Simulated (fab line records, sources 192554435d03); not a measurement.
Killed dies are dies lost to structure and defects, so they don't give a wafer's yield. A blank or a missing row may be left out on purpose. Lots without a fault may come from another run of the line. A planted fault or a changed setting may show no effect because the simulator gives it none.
Which tool did it? | flow n5_finfet | 24 lots, 72 wafers sampled, at 1 step of a route of 1938

WHAT THE GAUGES READ, wafer by wafer
N5_BEOL_M1_CD_MEAS_35: target cd 18 nm, target cd y 21 nm. Usual: cd_nm 18.1 nm, standard deviation 0.37.
lot  | measured     | on        | cd_nm (nm)     | flag
L075 | day 7 00:55  | cd_sem-02 | 18.1 18.5 18.1 |
L074 | day 7 01:10  | cd_sem-02 | 18.4 19.2 18.4 |
L076 | day 7 01:52  | cd_sem-03 | 18.3 18.5 17.9 |
L078 | day 7 06:26  | cd_sem-02 | 18.8 18.2 18.4 |
L077 | day 7 06:40  | cd_sem-01 | 18.5 18.4 17.9 |
L080 | day 7 21:42  | cd_sem-02 | 18.4 18.1 18.3 |
L079 | day 8 00:52  | cd_sem-01 | 18.5 17.8 18.3 |
L081 | day 8 20:40  | cd_sem-02 | 18.3 18.0 18.0 |
L082 | day 8 21:36  | cd_sem-02 | 17.6 18.4 18.1 |
L083 | day 9 04:28  | cd_sem-01 | 18.2 17.7 18.1 |
L084 | day 9 17:47  | cd_sem-03 | 18.3 18.3 18.6 |
L085 | day 10 00:53 | cd_sem-01 | 17.9 17.7 18.1 |
L087 | day 10 10:23 | cd_sem-03 | 17.8 17.5 17.9 |
L086 | day 10 13:34 | cd_sem-02 | 17.9 17.6 17.8 |
L089 | day 10 16:47 | cd_sem-02 | 18.1 17.7 18.6 |
L090 | day 10 16:49 | cd_sem-03 | 19.1 18.2 18.2 |
L088 | day 10 16:52 | cd_sem-02 | 18.6 18.2 18.6 |
L092 | day 10 22:32 | cd_sem-03 | 18.3 17.9 18.9 |
L091 | day 11 03:31 | cd_sem-02 | 17.7 17.8 17.9 |
L093 | day 11 06:27 | cd_sem-02 | 18.4 17.9 18.6 |
L094 | day 11 06:29 | cd_sem-03 | 17.5 18.2 18.4 |
L095 | day 11 15:55 | cd_sem-01 | 18.2 17.5 18.1 |
L096 | day 12 08:25 | cd_sem-01 | 18.0 18.3 18.0 |
L097 | day 12 11:42 | cd_sem-02 | 18.1 18.0 18.4 |

WHICH TOOL RAN EACH LOT (tool, then ch and the chambers of the sampled wafers, then the start)
The record holds no process step before these readings.

WHAT THE TOOLS THEMSELVES READ (means of the sampled wafers that have a number; where no wafer has one, the mark that the record gives instead)
The record holds no such reading with a usual standard deviation.

THE ANSWER, worked out from the rows above alone
Rule: a lot is off if the mean of its wafers that have a number lies more than 3 standard deviations from the usual mean. A lot without any number at a reading at which 4 lots or more have one is off too. The other lots that the step has rows for count as sound. The gauges are gone through in route order, then the tools' own readings, and for those a lot's mean is taken as printed above. The first step at which some lot is off is used, and at that step the reading that is off furthest; a lot without a number counts as furthest.
No lot is off at any reading shown: from this, nothing can be told.

WHAT THE SIMULATOR HAD PUT IN
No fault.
